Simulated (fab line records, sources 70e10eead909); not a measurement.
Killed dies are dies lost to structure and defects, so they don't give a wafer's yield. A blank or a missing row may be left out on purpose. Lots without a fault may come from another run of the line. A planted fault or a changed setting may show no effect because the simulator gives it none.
Which tool did it? | flow nand_harc | 12 lots, 36 wafers sampled, at 6 steps of a route of 1302

WHAT THE GAUGES READ, wafer by wafer
NHARC_END_SORT_01.
lot  | measured     | on        | killed_at_array | killed_at_other | killed_at_periphery | killed_dies | killed_open | killed_short
L717 | day 32 06:49 | prober-02 | 674 671 671     | 0 1 0           | 3 5 6               | 677 677 677 | 3 4 0       | 0 3 5
L719 | day 33 03:43 | prober-01 | 672 674 669     | 0 0 0           | 5 3 8               | 677 677 677 | 2 3 4       | 1 3 2
L718 | day 32 17:28 | prober-01 | 672 674 672     | 1 0 0           | 4 3 5               | 677 677 677 | 5 4 4       | 1 5 1

WHICH TOOL RAN EACH LOT (tool, then ch and the chambers of the sampled wafers, then the start)
lot  | NHARC_A_WL_FILL_ETCHBACK_04       | NHARC_A_WL_FILL_ETCHBACK_17       | NHARC_A_WL_FILL_ALD_19              | NHARC_A_WL_FILL_CVD_20        | NHARC_A_WL_FILL_CMP_12
L704 | rie_metal-02 ch 0,1, day 22 01:24 | rie_metal-02 ch 1, day 22 11:59   | ald_metal-01 ch 0,1,3, day 22 17:24 | cvd_w-01 ch 1, day 22 17:35   | cmp-02 ch 0,1,2, day 22 17:47
L705 | rie_metal-03 ch 0,1, day 22 01:40 | rie_metal-01 ch 0,1, day 22 12:01 | ald_metal-04 ch 1,2, day 22 17:23   | cvd_w-02 ch 0,1, day 22 17:36 | cmp-04 ch 1,2,3, day 22 17:47
L706 | rie_metal-01 ch 0,1, day 22 05:10 | rie_metal-01 ch 0,1, day 22 16:45 | ald_metal-03 ch 0,1,3, day 22 22:17 | cvd_w-02 ch 0,1, day 22 22:29 | cmp-04 ch 1,2,3, day 22 22:41
L708 | rie_metal-02 ch 0,1, day 22 22:37 | rie_metal-02 ch 0,1, day 23 09:13 | ald_metal-04 ch 0,2,3, day 23 14:36 | cvd_w-01 ch 0, day 23 14:49   | cmp-03 ch 0,1,3, day 23 14:59
L711 | rie_metal-03 ch 0,1, day 24 23:35 | rie_metal-02 ch 0,1, day 25 11:39 | ald_metal-03 ch 0,2,3, day 25 17:07 | cvd_w-02 ch 0,1, day 25 17:16 | cmp-04 ch 0,1,2, day 25 17:29
L712 | rie_metal-01 ch 0,1, day 25 09:39 | rie_metal-01 ch 0,1, day 25 19:50 | ald_metal-01 ch 0,2,3, day 26 02:16 | cvd_w-01 ch 1, day 26 02:28   | cmp-03 ch 0,1,3, day 26 02:47
L713 | rie_metal-03 ch 0,1, day 25 09:50 | rie_metal-02 ch 0,1, day 25 19:46 | ald_metal-04 ch 0,2, day 26 02:16   | cvd_w-02 ch 0,1, day 26 02:31 | cmp-02 ch 0,1,3, day 26 02:41
L714 | rie_metal-02 ch 0,1, day 26 07:11 | rie_metal-03 ch 0,1, day 26 18:54 | ald_metal-04 ch 0,2,3, day 27 00:24 | cvd_w-02 ch 0,1, day 27 00:36 | cmp-02 ch 0,2,3, day 27 00:48
L717 | rie_metal-01 ch 0,1, day 28 01:24 | rie_metal-03 ch 0,1, day 28 16:17 | ald_metal-03 ch 1,2, day 28 21:46   | cvd_w-01 ch 0, day 28 21:58   | cmp-02 ch 0,1,2, day 28 22:09
L719 | rie_metal-02 ch 0,1, day 28 12:51 | rie_metal-03 ch 0, day 29 02:02   | ald_metal-03 ch 0,1,3, day 29 07:35 | cvd_w-01 ch 0,1, day 29 07:49 | cmp-02 ch 0,1, day 29 07:57
L718 | rie_metal-01 ch 0,1, day 28 12:58 | rie_metal-01 ch 0,1, day 28 22:55 | ald_metal-01 ch 1,2,3, day 29 04:21 | cvd_w-02 ch 0,1, day 29 04:47 | cmp-03 ch 0,1,3, day 29 05:00
L724 | rie_metal-01 ch 0,1, day 29 15:43 | rie_metal-01 ch 0,1, day 30 05:29 | ald_metal-04 ch 0,2,3, day 30 11:00 | cvd_w-01 ch 0,1, day 30 11:10 | cmp-04 ch 0,1,2, day 30 11:21
- NHARC_A_WL_FILL_ETCHBACK_04: etches the open film in NF3, target depth 60 nm, time 120 s.
- NHARC_A_WL_FILL_ETCHBACK_17: etches the open film in Cl2/BCl3, target depth 4 nm, time 26.7 s.
- NHARC_A_WL_FILL_ALD_19: deposits TiN, target thk 2 nm, pulse time 3 s, ald cycles 100.
- NHARC_A_WL_FILL_CVD_20: deposits W, target thk 100 nm, time 74 s.
- NHARC_A_WL_FILL_CMP_12: polishes, t overpolish 30 s, target thk 100 nm.

WHAT THE TOOLS THEMSELVES READ (means of the sampled wafers that have a number; where no wafer has one, the mark that the record gives instead)
NHARC_A_WL_FILL_ETCHBACK_04.
lot  | tool         | drypump_motor_current_A (A) | oes_product_au (a.u.)
L704 | rie_metal-02 | 5.8                         | 1.023
L705 | rie_metal-03 | 5.8                         | 0.997
L706 | rie_metal-01 | 5.9                         | 0.992
L708 | rie_metal-02 | 5.8                         | 1.009
L711 | rie_metal-03 | 6.1                         | 0.989
L712 | rie_metal-01 | 6.0                         | 0.999
L713 | rie_metal-03 | 6.1                         | 0.987
L714 | rie_metal-02 | 5.5                         | 1.029
L717 | rie_metal-01 | 6.0                         | 1.009
L719 | rie_metal-02 | 5.8                         | 1.004
L718 | rie_metal-01 | 6.0                         | 1.004
L724 | rie_metal-01 | 6.0                         | 0.997

NHARC_A_WL_FILL_ETCHBACK_17.
lot  | tool         | drypump_motor_current_A (A) | oes_product_au (a.u.)
L704 | rie_metal-02 | 5.3                         | 1.023
L705 | rie_metal-01 | 6.0                         | 1.002
L706 | rie_metal-01 | 5.9                         | 1.000
L708 | rie_metal-02 | 5.6                         | 1.020
L711 | rie_metal-02 | 5.6                         | 1.027
L712 | rie_metal-01 | 6.0                         | 0.988
L713 | rie_metal-02 | 5.8                         | 1.024
L714 | rie_metal-03 | 5.8                         | 0.983
L717 | rie_metal-03 | 6.1                         | 0.982
L719 | rie_metal-03 | 5.6                         | 0.982
L718 | rie_metal-01 | 6.0                         | 0.996
L724 | rie_metal-01 | 6.0                         | 0.998

NHARC_A_WL_FILL_ALD_19.
lot  | tool         | heater_power_w (W) | precursor_pulse_height_rel
L704 | ald_metal-01 | 1140               | 1.012
L705 | ald_metal-04 | 1061               | 1.008
L706 | ald_metal-03 | 1204               | 1.004
L708 | ald_metal-04 | 1106               | 1.008
L711 | ald_metal-03 | 1053               | 0.997
L712 | ald_metal-01 | 1150               | 0.994
L713 | ald_metal-04 | 1131               | 1.009
L714 | ald_metal-04 | 1129               | 1.018
L717 | ald_metal-03 | 984                | 1.006
L719 | ald_metal-03 | 1202               | 1.007
L718 | ald_metal-01 | 1180               | 1.002
L724 | ald_metal-04 | 1085               | 0.993

NHARC_A_WL_FILL_CVD_20.
lot  | tool     | chamber_pressure_Torr (Torr) | heater_power_outer_w (W) | heater_power_w (W) | throttle_valve_pct (%)
L704 | cvd_w-01 | 40.06                        | 518                      | 796                | 7.78
L705 | cvd_w-02 | 40.00                        | 497                      | 806                | 7.87
L706 | cvd_w-02 | 39.92                        | 497                      | 802                | 7.78
L708 | cvd_w-01 | 40.01                        | 421                      | 705                | 7.59
L711 | cvd_w-02 | 39.98                        | 500                      | 806                | 7.80
L712 | cvd_w-01 | 40.06                        | 525                      | 815                | 7.75
L713 | cvd_w-02 | 40.12                        | 489                      | 803                | 7.91
L714 | cvd_w-02 | 39.92                        | 498                      | 790                | 7.88
L717 | cvd_w-01 | -                            | -                        | -                  | -
L719 | cvd_w-01 | -                            | -                        | -                  | -
L718 | cvd_w-02 | -                            | -                        | -                  | -
L724 | cvd_w-01 | 39.96                        | 478                      | 760                | 7.53

NHARC_A_WL_FILL_CMP_12.
lot  | tool   | motor_current_A (A) | overpolish_run_s (s) | time_to_endpoint_s (s)
L704 | cmp-02 | 11.9                | 30.005               | 20.8
L705 | cmp-04 | 13.0                | 29.997               | 22.7
L706 | cmp-04 | 13.2                | 29.995               | 22.0
L708 | cmp-03 | 12.4                | 29.991               | 21.5
L711 | cmp-04 | 12.1                | 29.996               | 21.4
L712 | cmp-03 | 12.6                | 29.985               | 20.8
L713 | cmp-02 | 12.1                | 29.996               | 22.3
L714 | cmp-02 | 11.2                | 29.999               | 19.5
L717 | cmp-02 | 11.7                | 30.000               | 1.3
L719 | cmp-02 | 12.7                | 29.997               | 1.6
L718 | cmp-03 | 13.0                | 30.003               | 3.8
L724 | cmp-04 | 12.5                | 29.999               | 22.1

THE ANSWER, worked out from the rows above alone
Rule: what is usual is taken from the lots themselves. Put in order of their means at a reading, lots are off if they are a third of the lots or fewer, leave a main group of 4 or more, and stand apart from it by a gap of 3 or more times the standard deviation of the main group's means; of several such gaps the widest counts. A main group whose means are all the same, to the digits that the tables above print for the reading, isn't used. A lot without any number at a reading at which 4 lots or more have one is off too. The other lots that the step has rows for count as sound. The gauges are gone through in route order, then the tools' own readings, and for those a lot's mean is taken as printed above. The first step at which some lot is off is used, and at that step the reading that is off furthest; a lot without a number counts as furthest.
Off: L717, L719, L718, at NHARC_A_WL_FILL_CVD_20 (chamber_pressure_Torr). Without a number there: L717, L719, L718. The main group: mean 40.00 Torr, standard deviation 0.064.
A tool fits if, at that step or a process step before it, it ran every lot that is off, and no sound lot after the first of them. None of those tried fits.

WHAT THE SIMULATOR HAD PUT IN
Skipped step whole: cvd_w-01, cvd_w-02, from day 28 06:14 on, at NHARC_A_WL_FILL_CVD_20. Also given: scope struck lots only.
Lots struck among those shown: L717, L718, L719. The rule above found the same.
